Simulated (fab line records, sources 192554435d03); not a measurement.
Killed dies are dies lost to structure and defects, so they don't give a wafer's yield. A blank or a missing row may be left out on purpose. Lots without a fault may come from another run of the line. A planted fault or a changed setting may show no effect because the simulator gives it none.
fab line records | flow n5_finfet | part 1 of 2: steps 1 to 20 of 30
record lots=5 wafers=15 last_day=15
route steps=1938 shown BEOL_M6@1219
lots that met no fault: from a run of the same line without faults
start_h: hours from the record's first day to the start of the lot's first wafer shown | wait_h: hours since the lot's step before | " the same as in the row above | L1.1+2: a row that stands for several wafers | - no value, or no start given | * or withheld: withheld | < > ~ a bound
route shown NAME@n: a module of which the file shows steps, and the number in the route of the first | usual: mean/standard deviation of fault-free wafers | same: alike in all rows | chamber/n: place in a boat | sites: the reading at each site | _std_site: their standard deviation | _edge_site: outer sites' mean less inner sites' | radius_mm: how far each site lies from the wafer's centre | mask NAME#n: copy n | behind: the tool/chamber that last shaped the wafer | hold: why the lot was held/for how many hours/how that ended | device: the transistor (n, p or np) that didn't switch | end of line: the same wafers' tests at the end of the route | a step without rows: its recipe alone | killed: dies lost to structure and defects at the first sort, not the wafer's yield | map: a wafer's dies, x killed, . not, _ none there
set.NAME: the setting as run; set.NAME@STEP: as run at that earlier step | model.NAME: the simulator's own value behind a step, which no gauge read
lots at some steps of the route; a table a step, a row a wafer
services: from which hour (start_h, from the record's first day; less than 0 if before it) a tool's chamber was out of use, for how many hours, and why
## steps
# step N5_BEOL_M6_COAT_64
# recipe resist=SiARC temp_c=220 time_s=60 spin_rpm=1500 resist_thk_nm=12
# columns lot.wafer tool chamber start_h wait_h
L074.1+2+4 litho_track-05 0 - -
L079.1+5+6 litho_track-05 0 - -
L083.1+2+4 litho_track-02 0 - -
L084.1+4+6 litho_track-04 0 - -
L085.1+5+6 litho_track-05 0 - -
# step N5_BEOL_M6_COAT_71
# recipe resist=underlayer temp_c=205 time_s=60 spin_rpm=1500 resist_thk_nm=5
# columns lot.wafer tool chamber start_h wait_h
L074.1+2+4 litho_track-05 0 - -
L079.1+5+6 litho_track-05 0 - -
L083.1+2+4 litho_track-02 0 - -
L084.1+4+6 litho_track-04 0 - -
L085.1+5+6 litho_track-05 0 - -
# step N5_BEOL_M6_COAT_22
# recipe resist=CAR-EUV spin_rpm=1500 resist_thk_nm=30
# columns lot.wafer tool chamber start_h wait_h
L074.1+2+4 litho_track-05 0 - -
L079.1+5+6 litho_track-05 0 - -
L083.1+2+4 litho_track-02 0 - -
L084.1+4+6 litho_track-04 0 - -
L085.1+5+6 litho_track-05 0 - -
# step N5_BEOL_M6_EBR_24
# recipe solvent=PGMEA ebr_width_mm=1.5
# same ebr_width_mm=1.5
# columns lot.wafer tool chamber start_h wait_h
L074.1+2+4 litho_track-05 0 - -
L079.1+5+6 litho_track-05 0 - -
L083.1+2+4 litho_track-02 0 - -
L084.1+4+6 litho_track-04 0 - -
L085.1+5+6 litho_track-05 0 - -
# step N5_BEOL_M6_SOFTBAKE_23
# recipe temp_c=110 time_s=60 resist=CAR-EUV
# columns lot.wafer tool chamber start_h wait_h
L074.1+2+4 litho_track-05 0 - -
L079.1+5+6 litho_track-05 0 - -
L083.1+2+4 litho_track-02 0 - -
L084.1+4+6 litho_track-04 0 - -
L085.1+5+6 litho_track-05 0 - -
# step N5_BEOL_M6_EXPOSE_25
# recipe mask_id=V5 na=0.33 source_shape=annular sigma_inner=0.4 sigma_outer=0.8 polarization=unpolarized target_cd_nm=40 dose_mj=45
# columns lot.wafer tool chamber start_h wait_h mask
L074.1+2+4 euv_scanner-02 0 209.90 - V5#0
L079.1+5+6 euv_scanner-01 0 235.46 - V5#0
L083.1+2+4 euv_scanner-01 0 241.75 - V5#0
L084.1+4+6 euv_scanner-01 0 270.83 - V5#0
L085.1+5+6 euv_scanner-02 0 277.43 - V5#0
# step N5_BEOL_M6_PEB_26
# recipe peb_temp_c=100 peb_time_s=60 resist=CAR-EUV
# same peb_time_s=60
# columns lot.wafer tool chamber start_h wait_h
L074.1+2+4 litho_track-05 0 209.97 0.1
L079.1+5+6 litho_track-04 0 235.53 0.1
L083.1+2+4 litho_track-05 0 241.82 0.1
L084.1+4+6 litho_track-02 0 270.89 0.1
L085.1+5+6 litho_track-05 0 277.50 0.1
# step N5_BEOL_M6_DEVELOP_27
# recipe develop_time_s=30 developer=TMAH resist=CAR-EUV rinse_liquid=surfactant_rinse dry=air_spin dev_temp_c=23
# columns lot.wafer tool chamber start_h wait_h
L074.1+2+4 litho_track-05 0 - -
L079.1+5+6 litho_track-04 0 - -
L083.1+2+4 litho_track-05 0 - -
L084.1+4+6 litho_track-02 0 - -
L085.1+5+6 litho_track-05 0 - -
# step N5_BEOL_M6_CD_MEAS_28
# recipe target_cd_nm=40 landing_energy_ev=500 detector=se_inlens
# usual cd_nm=39.98/0.21
# columns lot.wafer tool chamber start_h wait_h cd_nm
L074.1 cd_sem-02 0 210.04 - 40.21
L074.2 " 0 " " 40.07
L074.4 " 0 " " 40.16
L079.1 cd_sem-03 0 235.60 - 39.97
L079.5 " 0 " " 39.80
L079.6 " 0 " " 40.03
L083.1 cd_sem-03 0 241.88 - 39.79
L083.2 " 0 " " 40.12
L083.4 " 0 " " 40.00
L084.1 cd_sem-01 0 270.96 - 39.76
L084.4 " 0 " " 39.87
L084.6 " 0 " " 39.90
L085.1 cd_sem-02 0 277.56 - 39.75
L085.5 " 0 " " 39.94
L085.6 " 0 " " 40.04
# step N5_BEOL_M6_OVL_MEAS_29
# recipe points_per_wafer=522
# usual V5_OVL=0.0/0.67
# columns lot.wafer tool chamber start_h wait_h V5_OVL[nm]
L074.1 overlay-01 0 210.07 0.0 0.4
L074.2 " 0 " " -0.3
L074.4 " 0 " " -0.6
L079.1 overlay-02 0 235.63 0.0 0.3
L079.5 " 0 " " 0.3
L079.6 " 0 " " 0.3
L083.1 overlay-02 0 241.91 0.0 -0.1
L083.2 " 0 " " -0.1
L083.4 " 0 " " 0.0
L084.1 overlay-01 0 270.99 0.0 0.3
L084.4 " 0 " " -0.7
L084.6 " 0 " " 0.4
L085.1 overlay-02 0 277.59 0.0 0.2
L085.5 " 0 " " 0.9
L085.6 " 0 " " -0.3
# step N5_BEOL_M6_INSPECT_30
# recipe mode=adi inspect_instrument=brightfield
# usual raw_defect_count=440/85
# columns lot.wafer tool chamber start_h wait_h raw_defect_count
L074.1 defect_inspect-02 - 210.12 0.1 554
L074.2 " - " " 483
L074.4 " - " " 471
L079.1 defect_inspect-01 - 235.69 0.1 653
L079.5 " - " " 513
L079.6 " - " " 431
L083.1 defect_inspect-02 - 241.97 0.1 350
L083.2 " - " " 322
L083.4 " - " " 375
L084.1 defect_inspect-01 - 271.05 0.1 394
L084.4 " - " " 386
L084.6 " - " " 431
L085.1 defect_inspect-01 - 277.65 0.1 495
L085.5 " - " " 431
L085.6 " - " " 389
# step N5_BEOL_M6_DESCUM_33
# recipe chemistry=O2 time_s=7 source_power_w=50 bias_power_w=20 pressure_mtorr=20 rf_frequency_hz=2.712e+07 temp_c=40 resist=CAR-EUV o2_flow_sccm=225
# usual drypump_motor_current_A=5.7/0.39 oes_product_au=0.80/0.1 rf_vpp_V=243.3/1.4 showerhead_plenum_p_Torr=2.10/0.079 throttle_valve_pct=20.47/0.25
# columns lot.wafer tool chamber start_h wait_h drypump_motor_current_A oes_product_au rf_hours_counter_h rf_vpp_V showerhead_plenum_p_Torr throttle_valve_pct
L074.1 rie_diel-03 0 210.33 0.2 5.4 0.73 194 240.6 2.01 20.59
L074.2 " 2 " " 5.7 0.91 25 244.8 2.22 20.39
L074.4 " 3 " " 6.6 0.81 - 244.7 2.20 20.21
L079.1 rie_diel-06 1 235.72 0.0 5.5 0.89 31 243.3 2.03 19.91
L079.5 " 3 " " 5.5 0.87 - 243.3 2.03 20.51
L079.6 " 2 " " 5.3 0.93 - 245.3 2.15 20.32
L083.1 rie_diel-01 3 242.01 0.0 5.5 0.71 215 244.3 2.08 20.56
L083.2 " 0 " " 5.5 0.72 197 244.0 2.15 20.37
L083.4 " 2 " " 5.8 0.68 225 243.2 2.07 20.64
L084.1 rie_diel-06 3 271.16 0.1 5.5 0.83 56 242.9 2.02 20.52
L084.4 " 1 " " 5.5 0.86 45 242.5 2.02 19.92
L084.6 " 2 " " 5.4 0.92 - 242.3 2.14 20.34
L085.1 rie_diel-01 2 277.77 0.1 5.8 0.66 239 241.8 2.06 20.66
L085.5 " 2 " " 5.8 0.67 - 242.0 2.06 20.64
L085.6 " 3 " " 5.5 0.71 - 240.9 2.07 20.59
# step N5_BEOL_M6_ETCH_72
# recipe chemistry=N2/H2 target=underlayer target_depth_a=65 mask_material=CAR-EUV time_s=5.2 ion_energy_ev=200 pressure_mtorr=30 source_w=840 bias_w=150 n2_flow_sccm=200 h2_flow_sccm=200 ends=cleared
# usual bias_w=149.9/0.47 drypump_motor_current_A=5.7/0.39 etch_rf_on_time_s=5.24/0.12 oes_product_au=0.68/0.09 rf_vpp_V=524.1/2.8 showerhead_plenum_p_Torr=2.55/0.097 throttle_valve_pct=17.90/0.22
# columns lot.wafer tool chamber start_h wait_h bias_w drypump_motor_current_A etch_rf_on_time_s oes_product_au rf_hours_counter_h rf_vpp_V showerhead_plenum_p_Torr throttle_valve_pct
L074.1 rie_diel-03 0 210.37 0.0 149.8 5.4 5.17 0.61 194 521.3 2.41 17.91
L074.2 " 2 " " 149.8 5.7 5.16 0.77 25 527.2 2.70 17.85
L074.4 " 3 " " 150.2 6.6 5.36 0.68 - 527.9 2.66 17.50
L079.1 rie_diel-06 1 235.76 0.0 149.4 5.5 5.19 0.76 31 521.9 2.49 17.52
L079.5 " 3 " " 150.2 5.5 5.09 0.75 - 522.6 2.48 18.09
L079.6 " 2 " " 150.2 5.3 5.21 0.76 - 525.7 2.59 17.68
L083.1 rie_diel-01 3 242.04 0.0 150.3 5.5 5.22 0.59 215 521.8 2.50 17.85
L083.2 " 0 " " 149.7 5.5 5.33 0.61 197 528.0 2.63 18.02
L083.4 " 2 " " 149.9 5.8 5.36 0.57 225 522.1 2.52 18.01
L084.1 rie_diel-06 3 271.20 0.0 149.4 5.6 5.15 0.72 56 522.1 2.47 18.11
L084.4 " 1 " " 149.6 5.5 5.18 0.74 45 522.1 2.49 17.54
L084.6 " 2 " " 149.7 5.3 5.22 0.76 - 523.7 2.59 17.68
L085.1 rie_diel-01 2 277.81 0.0 149.3 5.8 5.39 0.56 239 525.0 2.51 18.07
L085.5 " 2 " " 149.8 5.8 5.39 0.56 - 522.9 2.51 18.05
L085.6 " 3 " " 149.8 5.5 5.23 0.59 - 523.5 2.50 17.86
# step N5_BEOL_M6_ETCH_65
# recipe chemistry=CF4 target=SiARC target_depth_a=156 mask_material=CAR-EUV time_s=26 ion_energy_ev=80 pressure_mtorr=40 source_w=545 bias_w=36 Ar_flow_sccm=100 cf4_flow_sccm=100 ends=cleared
# usual bias_w=36.00/0.098 drypump_motor_current_A=5.7/0.39 etch_rf_on_time_s=26.2/0.61 mfc_ar_sccm=99.99/0.27 oes_product_au=0.68/0.09 rf_vpp_V=184.2/1.2 showerhead_plenum_p_Torr=2.14/0.078 throttle_valve_pct=15.63/0.23
# columns lot.wafer tool chamber start_h wait_h bias_w drypump_motor_current_A etch_rf_on_time_s mfc_ar_sccm oes_product_au rf_hours_counter_h rf_vpp_V showerhead_plenum_p_Torr throttle_valve_pct
L074.1 rie_diel-03 0 210.39 0.0 36.19 5.4 25.9 100.08 0.61 194 182.4 2.05 15.72
L074.2 " 2 " " 35.96 5.7 25.7 100.27 0.76 25 186.1 2.28 15.62
L074.4 " 3 " " 36.18 6.6 26.8 100.01 0.69 - 184.6 2.24 15.40
L079.1 rie_diel-06 1 235.77 0.0 35.99 5.5 25.9 99.92 0.76 31 183.6 2.08 15.12
L079.5 " 3 " " 35.92 5.6 25.7 99.88 0.74 - 184.8 2.10 15.77
L079.6 " 2 " " 36.05 5.3 26.0 100.02 0.79 - 185.6 2.18 15.31
L083.1 rie_diel-01 3 242.06 0.0 36.08 5.5 26.4 99.96 0.60 215 183.5 2.10 15.60
L083.2 " 0 " " 35.92 5.5 27.1 99.60 0.60 197 185.6 2.22 15.70
L083.4 " 2 " " 36.02 5.8 26.9 99.99 0.58 225 184.7 2.12 15.82
L084.1 rie_diel-06 3 271.21 0.0 35.94 5.5 26.2 100.12 0.72 56 183.6 2.09 15.79
L084.4 " 1 " " 35.97 5.4 26.2 100.04 0.73 45 183.8 2.07 15.13
L084.6 " 2 " " 36.04 5.4 26.1 100.20 0.76 - 185.3 2.17 15.33
L085.1 rie_diel-01 2 277.83 0.0 36.05 5.8 26.6 99.64 0.57 239 183.4 2.11 15.85
L085.5 " 2 " " 36.06 5.8 26.5 100.26 0.57 - 183.2 2.11 15.84
L085.6 " 3 " " 36.05 5.5 26.1 100.21 0.60 - 183.9 2.10 15.61
# step N5_BEOL_M6_ETCH_66
# recipe chemistry=N2/H2 target=SOC target_depth_a=800 overetch_a=160 mask_material=SiARC temp_c=40 time_s=120 ion_energy_ev=200 pressure_mtorr=30 source_w=840 bias_w=150 n2_flow_sccm=200 h2_flow_sccm=200
# usual bias_w=150.0/0.49 drypump_motor_current_A=5.7/0.39 oes_product_au=0.62/0.074 rf_vpp_V=524.0/2.7 showerhead_plenum_p_Torr=2.55/0.097 throttle_valve_pct=17.86/0.22
# columns lot.wafer tool chamber start_h wait_h bias_w drypump_motor_current_A oes_product_au rf_hours_counter_h rf_vpp_V showerhead_plenum_p_Torr throttle_valve_pct
L074.1 rie_diel-03 0 210.41 0.0 149.7 5.3 0.55 194 520.8 2.42 17.86
L074.2 " 2 " " 150.2 5.8 0.69 25 528.7 2.70 17.80
L074.4 " 3 " " 150.1 6.7 0.63 - 527.6 2.66 17.49
L079.1 rie_diel-06 1 235.80 0.0 150.4 5.4 0.68 31 522.6 2.49 17.47
L079.5 " 3 " " 149.8 5.5 0.66 - 522.5 2.48 18.03
L079.6 " 2 " " 150.1 5.3 0.70 - 525.2 2.59 17.63
L083.1 rie_diel-01 3 242.09 0.0 150.0 5.5 0.55 215 523.2 2.50 17.82
L083.2 " 0 " " 149.8 5.5 0.55 198 526.5 2.63 17.98
L083.4 " 2 " " 150.7 5.8 0.53 225 521.6 2.52 17.99
L084.1 rie_diel-06 3 271.24 0.0 150.2 5.5 0.64 56 521.2 2.47 18.05
L084.4 " 1 " " 149.8 5.4 0.65 45 521.4 2.49 17.52
L084.6 " 2 " " 150.7 5.4 0.69 - 524.7 2.59 17.64
L085.1 rie_diel-01 2 277.85 0.0 150.7 5.8 0.52 239 522.6 2.51 18.03
L085.5 " 2 " " 150.6 5.8 0.53 - 521.3 2.51 18.01
L085.6 " 3 " " 149.7 5.5 0.54 - 523.6 2.50 17.83
# step N5_BEOL_M6_STRIP_69
# recipe chemistry=N2/H2 temp_c=40 n2_flow_sccm=200 h2_flow_sccm=200 rf_frequency_hz=6e+07
# columns lot.wafer tool chamber start_h wait_h
L074.1+2+4 rie_diel-03 0,2,3 210.49 0.0
L079.1+5+6 rie_diel-06 1,3,2 235.88 0.0
L083.1+2+4 rie_diel-01 3,0,2 242.17 0.0
L084.1+4+6 rie_diel-06 3,1,2 271.32 0.0
L085.1+5+6 rie_diel-01 2,2,3 277.93 0.0
# step N5_BEOL_M6_STRIP_73
# recipe chemistry=N2/H2 temp_c=40 n2_flow_sccm=200 h2_flow_sccm=200 rf_frequency_hz=6e+07
# columns lot.wafer tool chamber start_h wait_h
L074.1+2+4 rie_diel-03 0,2,3 210.50 0.0
L079.1+5+6 rie_diel-06 1,3,2 235.89 0.0
L083.1+2+4 rie_diel-01 3,0,2 242.18 0.0
L084.1+4+6 rie_diel-06 3,1,2 271.33 0.0
L085.1+5+6 rie_diel-01 2,2,3 277.94 0.0
# step N5_BEOL_M6_VIA_ETCH_34
# recipe chemistry=C4F6/O2 target=SiCOH_lowk target_depth_a=1263 mask_material=SOC taper_deg=4 time_s=50.9 ion_energy_ev=250 pressure_mtorr=30 source_w=345 bias_w=185 Ar_flow_sccm=300 C4F6_flow_sccm=10 O2_flow_sccm=10
# usual bias_w=185.0/0.54 drypump_motor_current_A=5.7/0.39 mfc_ar_sccm=299.9/0.86 oes_o_777_au=0.80/0.1 oes_product_au=0.80/0.1 rf_vpp_V=668/9.3 showerhead_plenum_p_Torr=2.85/0.11 throttle_valve_pct=20.93/0.24
# columns lot.wafer tool chamber start_h wait_h bias_w drypump_motor_current_A mfc_ar_sccm oes_o_777_au oes_product_au rf_hours_counter_h rf_vpp_V showerhead_plenum_p_Torr throttle_valve_pct
L074.1 rie_diel-03 0 210.51 0.0 184.4 5.3 300.6 0.73 0.71 194 670 2.72 20.94
L074.2 " 2 " " 185.8 5.8 299.7 0.84 0.90 25 677 3.04 21.03
L074.4 " 3 " " 185.2 6.6 299.1 0.82 0.81 - 678 2.99 20.71
L079.1 rie_diel-06 1 235.90 0.0 184.6 5.5 300.5 0.87 0.88 31 654 2.76 20.36
L079.5 " 3 " " 185.6 5.5 299.9 0.83 0.88 - 663 2.79 21.17
L079.6 " 2 " " 184.6 5.3 299.0 0.91 0.92 - 679 2.89 20.62
L083.1 rie_diel-01 3 242.19 0.0 185.6 5.5 300.0 0.69 0.71 215 669 2.81 20.87
L083.2 " 0 " " 184.4 5.6 301.2 0.68 0.71 198 672 2.94 20.96
L083.4 " 2 " " 185.2 5.8 301.3 0.70 0.68 225 650 2.81 21.06
L084.1 rie_diel-06 3 271.34 0.0 184.5 5.6 299.2 0.81 0.85 56 664 2.79 21.20
L084.4 " 1 " " 184.8 5.5 299.1 0.84 0.86 45 652 2.76 20.37
L084.6 " 2 " " 185.3 5.3 297.7 0.89 0.89 - 680 2.88 20.62
L085.1 rie_diel-01 2 277.95 0.0 185.2 5.8 301.4 0.68 0.67 240 651 2.81 21.07
L085.5 " 2 " " 185.0 5.8 301.2 0.69 0.67 - 652 2.81 21.09
L085.6 " 3 " " 184.3 5.5 299.9 0.69 0.70 - 667 2.80 20.89
# step N5_BEOL_M6_STRIP_76
# recipe chemistry=C4F6/O2 resist=SiARC rf_frequency_hz=6e+07
# columns lot.wafer tool chamber start_h wait_h
L074.1+2+4 rie_diel-03 0,2,3 210.56 0.0
L079.1+5+6 rie_diel-06 1,3,2 235.94 0.0
L083.1+2+4 rie_diel-01 3,0,2 242.23 0.0
L084.1+4+6 rie_diel-06 3,1,2 271.38 0.0
L085.1+5+6 rie_diel-01 2,2,3 278.00 0.0
# step N5_BEOL_M6_STRIP_36
# recipe chemistry=N2/H2 power_w=450 temp_c=40 pressure_mtorr=20 rf_frequency_hz=6e+07 overash_fraction=0.3 bias_power_w=7 h2_frac=0.5 n2_flow_sccm=200 h2_flow_sccm=200
# usual drypump_motor_current_A=5.7/0.39 oes_product_au=0.81/0.1 rf_vpp_V=59.3/1.5 showerhead_plenum_p_Torr=2.54/0.097 throttle_valve_pct=23.71/0.28
# columns lot.wafer tool chamber start_h wait_h drypump_motor_current_A oes_product_au rf_hours_counter_h rf_vpp_V showerhead_plenum_p_Torr throttle_valve_pct
L074.1 rie_diel-03 0 210.57 0.0 5.3 0.74 194 59.4 2.41 23.61
L074.2 " 2 " " 5.7 0.91 25 55.6 2.70 23.73
L074.4 " 3 " " 6.7 0.81 - 61.4 2.66 23.10
L079.1 rie_diel-06 1 235.95 0.0 5.5 0.90 31 57.7 2.49 23.36
L079.5 " 3 " " 5.5 0.87 - 59.9 2.48 23.94
L079.6 " 2 " " 5.3 0.93 - 57.1 2.59 23.56
L083.1 rie_diel-01 3 242.24 0.0 5.5 0.73 215 56.9 2.50 23.59
L083.2 " 0 " " 5.5 0.71 198 57.9 2.63 23.89
L083.4 " 2 " " 5.8 0.68 225 59.0 2.52 23.74
L084.1 rie_diel-06 3 271.39 0.0 5.6 0.84 56 58.0 2.47 24.03
L084.4 " 1 " " 5.5 0.85 45 58.0 2.48 23.38
L084.6 " 2 " " 5.3 0.90 - 60.9 2.58 23.58
L085.1 rie_diel-01 2 278.01 0.0 5.8 0.66 240 59.6 2.51 23.72
L085.5 " 2 " " 5.8 0.66 - 57.5 2.51 23.75
L085.6 " 3 " " 5.5 0.71 - 60.4 2.49 23.61
